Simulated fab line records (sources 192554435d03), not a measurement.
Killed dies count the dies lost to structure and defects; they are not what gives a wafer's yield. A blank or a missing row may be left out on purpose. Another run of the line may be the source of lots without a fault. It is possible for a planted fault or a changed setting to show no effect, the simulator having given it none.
Split-lot trial + flow n5-finfet + route with 1938 steps; 7 lots, 21 wafers read

== THE SPLIT ITSELF ==
At N5_BEOL_M6_EXPOSE_08 (exposes mask M6), the setting dose-mj was moved away from the recipe's 68.25 on 7 of the 21 wafers read, by -7.0% to +6.0%. The other wafers ran this setting at the recipe's value.

== FROM THE SPLIT TO THE READING: what the file shows between them, 20 steps ==
- N5_BEOL_M6_PEB_09: peb time 60 s
- N5_BEOL_M6_DEVELOP_10: develop time 30 s
- N5_BEOL_M6_CD_MEAS_11: target cd 38.5 nm
- N5_BEOL_M6_DESCUM_16: chemistry O2, time 7.9 s
- N5_BEOL_M6_ETCH_61: etches SiARC in CF4, target depth 45.5 nm, time 75.8 s
- N5_BEOL_M6_ETCH_62: etches SOC in N2/H2, target depth 110 nm, overetch 22 nm, time 165 s
- N5_BEOL_M6_STRIP_68: strips in N2/H2
- N5_BEOL_M6_STRIP_67: strips in CF4
- N5_BEOL_M6_HM_OPEN_17: chemistry Cl2/BCl3, target TiN, target depth 20 nm, overetch 6 nm
- N5_BEOL_M6_STRIP_19: strips in O2
- N5_BEOL_M6_CD_MEAS_18: pitch 80 nm, target cd 40 nm
- N5_BEOL_M6_COAT_63: time 60 s, resist thk 60 nm
- N5_BEOL_M6_COAT_64: time 60 s, resist thk 12 nm
- N5_BEOL_M6_STRIP_76: strips in C4F6/O2
- N5_BEOL_M6_STRIP_36: strips in N2/H2
- N5_BEOL_M6_TRENCH_ETCH_37: etches SiCOH lowk in C4F6/O2, target depth 94.435 nm, time 31.5 s
- N5_BEOL_M6_ETCH_41: etches SiCN in CH3F/O2, target depth 29.7 nm, time 52 s
- N5_BEOL_M6_STRIP_80: strips in N2/H2, time 10 s
- N5_BEOL_M6_PRECLEAN_42: cleans in residue remover, time 60 s
- N5_BEOL_M6_SRD_43: time 30 s

== THE READING ==
cd-nm, in nm, at N5_BEOL_M6_CD_MEAS_35 (target cd 40 nm, target cd y 28 nm). Fault-free wafers of this fab line usually give 40.2 nm, standard deviation 0.64 nm.

| wafer  | tool, chamber at the split | dose-mj as run | against the recipe | cd-nm, nm | against lot-mates on the recipe |
|--------|----------------------------|----------------|--------------------|-----------|---------------------------------|
| L075.1 | arfi-scanner-01, 0         | 72.32          | +6.0%              | 43.8      | +3.8                            |
| L075.2 | arfi-scanner-01, 0         | 68.25          | recipe             | 40.0      | -                               |
| L075.5 | arfi-scanner-01, 0         | 68.25          | recipe             | 40.0      | -                               |
| L081.1 | arfi-scanner-03, 0         | 68.25          | recipe             | 39.8      | -                               |
| L081.2 | arfi-scanner-03, 0         | 70.58          | +3.4%              | 42.3      | +2.5                            |
| L081.5 | arfi-scanner-03, 0         | 70.58          | +3.4%              | 41.9      | +2.1                            |
| L084.1 | arfi-scanner-03, 0         | 68.25          | recipe             | 40.2      | -                               |
| L084.3 | arfi-scanner-03, 0         | 68.25          | recipe             | 39.5      | -                               |
| L084.6 | arfi-scanner-03, 0         | 68.25          | recipe             | 40.1      | -                               |
| L089.3 | arfi-scanner-02, 0         | 68.25          | recipe             | 40.6      | -                               |
| L089.5 | arfi-scanner-02, 0         | 68.25          | recipe             | 41.1      | -                               |
| L089.6 | arfi-scanner-02, 0         | 63.5           | -7.0%              | 37.1      | -3.8                            |
| L092.3 | arfi-scanner-01, 0         | 68.25          | recipe             | 40.1      | -                               |
| L092.4 | arfi-scanner-01, 0         | 68.25          | recipe             | 39.5      | -                               |
| L092.5 | arfi-scanner-01, 0         | 68.25          | recipe             | 39.1      | -                               |
| L094.1 | arfi-scanner-02, 0         | 68.25          | recipe             | 40.2      | -                               |
| L094.3 | arfi-scanner-02, 0         | 68.25          | recipe             | 40.6      | -                               |
| L094.6 | arfi-scanner-02, 0         | 65.74          | -3.7%              | 38.5      | -1.9                            |
| L096.1 | arfi-scanner-03, 0         | 68.25          | recipe             | 39.7      | -                               |
| L096.3 | arfi-scanner-03, 0         | 64.41          | -5.6%              | 37.3      | -2.4                            |
| L096.6 | arfi-scanner-03, 0         | 64.41          | -5.6%              | 37.0      | -2.7                            |

THE FIT
A straight line over all 21 wafers: cd-nm changes by +0.522 nm for each +1% of dose-mj; r = +0.96; the points scatter about the line by 0.49 nm.
The same after taking each lot's own level away (the mean of its wafers on the recipe; 21 wafers): +0.55 nm for each +1%; r = +0.98; scatter 0.33 nm.
Per that fit: largest dose-mj move, reading shift of 3.8 nm.
The span of the lots' own levels, 39.57 to 40.85 nm, comes to 2.0 times the standard deviation stated above.
The two slopes agree, so the slope changes little with the lot-to-lot level.
Check: -3.68 nm against its lot-mates is what the line predicts for one of the wafers moved furthest among these (-7.0%) when that wafer is left out of the fit. Against them it came out at -3.75 nm.

== ADDITIONAL SPLITS CARRIED BY THESE WAFERS ==
Before the reading, these wafers also passed through other splits. Each is held against what the fit with the lots' levels taken away leaves over:
| other split on the same wafers    | wafers away from the commonest value | r with cd-nm (lot level and that fit taken away) |
|-----------------------------------|--------------------------------------|--------------------------------------------------|
| N5_BEOL_M5_EXPOSE_08 dose-mj      | 9                                    | +0.12                                            |
| N5_BEOL_M5_EXPOSE_25 dose-mj      | 4                                    | +0.09                                            |
| N5_BEOL_M6_HM_DEP_02 target-thk-a | 7                                    | +0.23                                            |

== THE WHOLE CHAIN: every reading that the file lists as answering this split, in the file's order ==
| step                  | what it does                                           | reading                                                               | change (the file's fit)               | r (the file's) |
|-----------------------|--------------------------------------------------------|-----------------------------------------------------------------------|---------------------------------------|----------------|
| N5_BEOL_M6_CD_MEAS_11 | target cd 38.5 nm                                      | cd-nm                                                                 | +0.523 nm for each +1% of the setting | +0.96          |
| N5_BEOL_M6_ETCH_61    | etches SiARC in CF4, target depth 45.5 nm, time 75.8 s | BEOL_M6.cd-offset-nm (the simulator's own value, which no gauge read) | +0.602 nm for each +1% of the setting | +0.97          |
| N5_BEOL_M6_CD_MEAS_18 | pitch 80 nm, target cd 40 nm                           | cd-nm                                                                 | +0.585 nm for each +1% of the setting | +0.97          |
| N5_BEOL_M6_CD_MEAS_35 | target cd 40 nm, target cd y 28 nm                     | cd-nm                                                                 | +0.55 nm for each +1% of the setting  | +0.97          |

== THE FILE'S OWN FIT ==
cd-nm changes by +0.55 nm for each +1% of dose-mj, r = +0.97.
